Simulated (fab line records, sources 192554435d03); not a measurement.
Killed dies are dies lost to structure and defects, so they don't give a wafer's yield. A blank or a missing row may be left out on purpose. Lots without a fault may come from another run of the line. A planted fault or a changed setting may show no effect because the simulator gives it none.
Split-lot experiment | flow n5_finfet | 7 lots, 39 wafers read, on a route of 1938 steps

THE SPLIT
At N5_BEOL_M2_TRENCH_ETCH_37 (etches SiOC in C4F6/O2, target depth 55.555 nm, time 29.2 s), the setting time_s was moved away from the recipe's 29.2 s on 15 of the 39 wafers read, by -51.3% to +18.8%. The other wafers ran this setting at the recipe's value.

FROM THE SPLIT TO THE READING: what the file shows between them, 13 steps
- N5_BEOL_M2_ETCH_41: etches SiCN in CH3F/O2, target depth 29.9 nm, time 52.5 s
- N5_BEOL_M2_STRIP_97: strips in N2/H2, time 10 s
- N5_BEOL_M2_OCD_MEAS_38
- N5_BEOL_M2_HM_STRIP_39: strips TiN in peroxide tin strip, target depth 25 nm, time 158 s
- N5_BEOL_M2_SRD_40: time 30 s
- N5_BEOL_M2_ECD_50: material Cu, target thk 300 nm
- N5_BEOL_M2_ANNEAL_51: time 90 s
- N5_BEOL_M2_CMP_52: polishes, stops on SiOC, t overpolish 6.8 s, target thk 40 nm
- N5_BEOL_M2_THK_MEAS_53: measures by xrf
- N5_BEOL_M2_PRE_CLEAN_60: time 15 s
- N5_BEOL_M2_CO_CAP_55: material Co, precursor CCTBA/H2, target thk 2 nm, time 102.1 s
- N5_BEOL_M2_PRE_CLEAN_56: time 15 s
- N5_BEOL_M2_DEP_57: deposits SiCN from 3MS/NH3, target thk 8 nm, time 14 s

THE READING
M2_RS, in ohm/sq, at N5_BEOL_M2_RS_MEAS_58 (measures by four-point-probe). Fault-free wafers of this fab line usually give 0.67 ohm/sq, standard deviation 0.035 ohm/sq.

wafer  | tool, chamber at the split | time_s as run, s | against the recipe | M2_RS, ohm/sq | against lot-mates on the recipe
L084.1 | rie_diel-04, 1             | 29.2             | recipe             | 0.75          | -
L084.2 | rie_diel-04, 0             | 34.68            | +18.8%             | 0.52          | -0.18
L084.3 | rie_diel-04, 3             | 34.68            | +18.8%             | 0.50          | -0.20
L084.4 | rie_diel-04, 2             | 34.68            | +18.8%             | 0.49          | -0.21
L084.5 | rie_diel-04, 0             | 29.2             | recipe             | 0.69          | -
L084.6 | rie_diel-04, 1             | 29.2             | recipe             | 0.66          | -
L085.1 | rie_diel-04, 3             | 19.66            | -32.7%             | 1.35          | +0.69
L085.2 | rie_diel-04, 1             | 19.66            | -32.7%             | 1.48          | +0.82
L085.3 | rie_diel-04, 2             | 29.2             | recipe             | 0.68          | -
L085.4 | rie_diel-04, 1             | 19.66            | -32.7%             | 1.57          | +0.91
L085.5 | rie_diel-04, 2             | 29.2             | recipe             | 0.64          | -
L085.6 | rie_diel-04, 3             | 29.2             | recipe             | 0.65          | -
L089.1 | rie_diel-05, 0             | 29.2             | recipe             | 0.65          | -
L089.2 | rie_diel-05, 2             | 29.2             | recipe             | 0.66          | -
L089.5 | rie_diel-05, 2             | 29.2             | recipe             | 0.65          | -
L090.1 | rie_diel-04, 3             | 29.2             | recipe             | 0.67          | -
L090.2 | rie_diel-04, 1             | 29.2             | recipe             | 0.69          | -
L090.3 | rie_diel-04, 2             | 14.22            | -51.3%             | 3.75          | +3.05
L090.4 | rie_diel-04, 0             | 29.2             | recipe             | 0.73          | -
L090.5 | rie_diel-04, 2             | 14.22            | -51.3%             | 3.86          | +3.16
L090.6 | rie_diel-04, 1             | 14.22            | -51.3%             | 4.92          | +4.22
L091.1 | rie_diel-05, 3             | 29.2             | recipe             | 0.67          | -
L091.2 | rie_diel-05, 0             | 29.2             | recipe             | 0.63          | -
L091.3 | rie_diel-05, 2             | 29.2             | recipe             | 0.65          | -
L091.4 | rie_diel-05, 1             | 29.2             | recipe             | 0.65          | -
L091.5 | rie_diel-05, 2             | 29.2             | recipe             | 0.69          | -
L091.6 | rie_diel-05, 1             | 29.2             | recipe             | 0.63          | -
L093.1 | rie_diel-05, 2             | 29.2             | recipe             | 0.69          | -
L093.2 | rie_diel-05, 1             | 29.2             | recipe             | 0.64          | -
L093.3 | rie_diel-05, 3             | 20.41            | -30.1%             | 1.45          | +0.79
L093.4 | rie_diel-05, 0             | 20.41            | -30.1%             | 1.27          | +0.61
L093.5 | rie_diel-05, 1             | 20.41            | -30.1%             | 1.30          | +0.64
L093.6 | rie_diel-05, 0             | 29.2             | recipe             | 0.64          | -
L092.1 | rie_diel-05, 3             | 19.41            | -33.5%             | 1.44          | +0.82
L092.2 | rie_diel-05, 1             | 29.2             | recipe             | 0.62          | -
L092.3 | rie_diel-05, 0             | 29.2             | recipe             | 0.62          | -
L092.4 | rie_diel-05, 2             | 19.41            | -33.5%             | 1.54          | +0.92
L092.5 | rie_diel-05, 3             | 19.41            | -33.5%             | 1.46          | +0.84
L092.6 | rie_diel-05, 0             | 29.2             | recipe             | 0.62          | -

THE FIT
A straight line over all 39 wafers: M2_RS changes by -0.0419 ohm/sq for each +1% of time_s; r = -0.84; the points scatter about the line by 0.54 ohm/sq.
The same after taking each lot's own level away (the mean of its wafers on the recipe; 39 wafers): -0.0421 ohm/sq for each +1%; r = -0.85; scatter 0.52 ohm/sq.
On that fit, the largest move of time_s shifts the reading by 2.2 ohm/sq.
The lots' own levels span 0.620 to 0.700 ohm/sq, that is 2.3 times the standard deviation above.
So the lot-to-lot level changes the slope little: the two slopes agree.
Check: with one of the wafers moved furthest among these (-51.3%) left out of the fit, the line predicts +2.03 ohm/sq for it against its lot-mates. It came out at +3.05 ohm/sq against them.

OTHER SPLITS ON THESE WAFERS
These wafers also went through other splits before the reading. Each is held against what the fit with the lots' levels taken away leaves over:
other split on the same wafers     | wafers away from the commonest value | r with M2_RS (lot level and that fit taken away)
N5_BEOL_M0_SAQP_CUT_ETCH_46 time_s | 18                                   | +0.04

THE WHOLE CHAIN: every reading that the file lists as answering this split, in the file's order
step                      | what it does                                                  | reading                                                                          | change (the file's fit)                | r (the file's)
N5_BEOL_M2_TRENCH_ETCH_37 | etches SiOC in C4F6/O2, target depth 55.555 nm, time 29.2 s   | BEOL_M2.feature_depth_nm (the simulator's own value, which no gauge read)        | +0.57 nm for each +1% of the setting   | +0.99
N5_BEOL_M2_TRENCH_ETCH_37 | etches SiOC in C4F6/O2, target depth 55.555 nm, time 29.2 s   | etch.depth_nm (the simulator's own value, which no gauge read)                   | +0.569 nm for each +1% of the setting  | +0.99
N5_BEOL_M2_TRENCH_ETCH_37 | etches SiOC in C4F6/O2, target depth 55.555 nm, time 29.2 s   | TiN_of_BEOL_M2_HM_DEP_02.thk_nm (the simulator's own value, which no gauge read) | -0.0259 nm for each +1% of the setting | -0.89
N5_BEOL_M2_OCD_MEAS_38    |                                                               | trench_depth_nm                                                                  | +0.566 nm for each +1% of the setting  | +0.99
N5_BEOL_M2_CMP_52         | polishes, stops on SiOC, t overpolish 6.8 s, target thk 40 nm | Cu_of_BEOL_M2_ECD_50.thk_nm (the simulator's own value, which no gauge read)     | +0.566 nm for each +1% of the setting  | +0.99
N5_BEOL_M2_THK_MEAS_53    | measures by xrf                                               | M2_THK                                                                           | +0.573 for each +1% of the setting     | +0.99
N5_BEOL_M2_RS_MEAS_58     | measures by four-point-probe                                  | M2_RS                                                                            | -0.0424 for each +1% of the setting    | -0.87

THE FILE'S OWN FIT
M2_RS changes by -0.0424 ohm/sq for each +1% of time_s, r = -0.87.
